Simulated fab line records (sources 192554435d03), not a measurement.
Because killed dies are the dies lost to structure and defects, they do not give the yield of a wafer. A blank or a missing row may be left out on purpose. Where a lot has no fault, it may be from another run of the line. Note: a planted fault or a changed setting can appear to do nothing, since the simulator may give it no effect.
A lot that was struck, set against a sound lot :: flow n5_finfet :: 22 out of 1938 route steps
Sound: wafers L473.1, L473.2, L473.3. Struck: wafers L476.1, L476.3, L476.5. The cause is given at the end.
Order at every step that has rows: each side's tool, ch and its chambers, its first start. Under that, the readings that differ: sound wafers :: struck wafers :: difference of the means :: sigmas: that difference in standard deviations of wafers without a fault.
alike: words and numbers the same on both sides, and readings whose means are apart by under 2 such deviations; not compared: readings that were withheld, readings missing a value for some wafer, numbers with overlapping values and no deviation given by the record, and bounds like >300 which may hide the same value.
A row with sigmas, a row that says differs or no value, or rows on one side alone: a step with any of these is where the two part. When numbers do not overlap yet have no deviation, they are printed without sigmas and do not part them. Lack of a reading on every wafer of one side parts them only where that side has two or more wafers.

first, 10 steps without rows for these wafers: N5_FIN_SAQP_DESCUM_21 (chemistry O2, time 7.9 s); N5_FIN_SAQP_ETCH_51 (etches SiARC in CF4, target depth 45.5 nm, time 75.8 s); N5_FIN_SAQP_ETCH_52 (etches SOC in N2/H2, target depth 100 nm, overetch 20 nm, time 150 s); N5_FIN_SAQP_STRIP_53 (strips in N2/H2); N5_FIN_SAQP_HM_OPEN_73 (chemistry CHF3/O2, target SiO2, stops on a-Si, target depth 12 nm, time 16.8 s); N5_FIN_SAQP_STRIP_74 (strips in CHF3/O2); N5_FIN_SAQP_MANDREL_ETCH_22 (etches a-Si in HBr/Cl2, stops on SiNx, target depth 60 nm, bt time 10 s, time 30 s); N5_FIN_SAQP_STRIP_55 (strips in N2/H2); N5_FIN_SAQP_STRIP_23 (strips in SPM, time 750 s); N5_FIN_SAQP_SRD_66 (time 30 s).
N5_FIN_SAQP_RECESS_75: chemistry HF/NH3, target SiO2, target depth 14.4 nm, afs cycles 3, sublimation time 60 s.
  sound on vapor_etch-02 ch 0,1, day 5 10:26; struck on vapor_etch-02 ch 0,1, day 6 06:14
  no value came back on the struck wafers for afs_cycles, drypump_motor_current_A (A), sublimation_temp_c (C), sublimation_time_s (s); on the sound wafers afs_cycles reads 3 3 3
reading: model.SiO2_of_FIN_SAQP_HM_DEP_72.thk_nm (nm)
sound: 0 0 0
struck: 11.66 11.74 11.62
difference: +11.67
sigmas: 
then, 8 steps without rows for these wafers: N5_FIN_SAQP_SPACER1_ALD_24 (deposits SiO2, target thk 20.3 nm, pulse time 1 s, purge time 2 s); N5_FIN_SAQP_SPACER1_ETCHBACK_25 (etches SiO2 in CHF3/O2, target depth 24.4 nm, time 12.2 s); N5_FIN_SAQP_MANDREL1_REMOVE_56 (chemistry HBr/Cl2/O2, target a-Si, stops on SiNx, bt time 10 s); N5_FIN_SAQP_ETCH_57 (etches SiNx in CH3F/O2, target depth 32.5 nm, time 46.4 s); N5_FIN_SAQP_ETCH_65 (etches SiO2 in CF4, target depth 4 nm, time 4.4 s); N5_FIN_SAQP_MANDREL_ETCH_58 (etches a-Si in HBr/Cl2, stops on SiNx, target depth 45 nm, bt time 10 s, time 27 s); N5_FIN_SAQP_RECESS_63 (chemistry HF/NH3, target SiO2, target depth 18 nm, afs cycles 3, sublimation time 60 s); N5_FIN_SAQP_COAT_68 (time 60 s, resist thk 100 nm).
N5_FIN_SAQP_ETCH_69: etches SOC in N2/H2, stops on SiNx, target depth 150 nm.
  sound on rie_diel-04 ch 0,1,3, day 5 12:34; struck on rie_diel-02 ch 0,2,3, day 6 09:53
reading: model.SiO2_of_FIN_SAQP_HM_DEP_72.thk_nm (nm)
sound: 0 0 0
struck: 11.66 11.74 11.6
difference: +11.67
sigmas: 
  alike: bias_w, chamber_pressure_mTorr, drypump_motor_current_A, oes_product_au, rf_vpp_V, showerhead_plenum_p_Torr, throttle_valve_pct
  not compared: rf_hours_counter_h
then, 1 step without rows for these wafers: N5_FIN_SAQP_ETCH_67 (etches SiNx in CH3F/O2, target depth 30 nm).
-- here the record skips 10 days between the struck wafers' starts before and after, leaving off in module FIN_SAQP and picking up in module PASSIVATION (first step shown: number 1936 of the route) --
N5_PASSIVATION_PROBE_49:
  sound on prober-02, day 15 14:50; struck on prober-01, day 16 17:57
reading: defect_limited_yield (%)
sound: 89.6
struck: 0 0 0
difference: -90
sigmas: -60

reading: killed_at_M0_to_M3
sound: 50
struck: 23 12 30
difference: -28
sigmas: -3

reading: killed_at_front_end
sound: 43
struck: 1136 1130 1128
difference: +1088
sigmas: +84

reading: killed_at_other
sound: 1
struck: 4 9 5
difference: +5
sigmas: +2

reading: killed_dies
sound: 123
struck: 1180 1180 1180
difference: +1057
sigmas: +59

reading: killed_on_rim
sound: 17
struck: 152 152 152
difference: +135
sigmas: +31

reading: killed_open
sound: 86
struck: 41 38 51
difference: -43
sigmas: -3

reading: killed_short
sound: 35
struck: 22 20 15
difference: -16
sigmas: -2

reading: sort_bin_5_function (%)
sound: 6.4
struck: 98.1 97.3 97.7
difference: +91.3
sigmas: +92

reading: sort_bin_6_memory (%)
sound: 3.7
struck: 1.7 2.5 2.3
difference: -1.5
sigmas: -2

reading: sort_n_pass
sound: 1057
struck: 0 0 0
difference: -1057
sigmas: -59

reading: sort_yield_pct (%)
sound: 89.6
struck: 0 0 0
difference: -90
sigmas: -60
  alike: killed_at_M4_up, killed_at_contacts, sort_bin_8_speed

== WHERE THEY PART ==
At N5_FIN_SAQP_RECESS_75 first; at N5_PASSIVATION_PROBE_49 last (within this record only).

WHY: what had been put in by the simulator
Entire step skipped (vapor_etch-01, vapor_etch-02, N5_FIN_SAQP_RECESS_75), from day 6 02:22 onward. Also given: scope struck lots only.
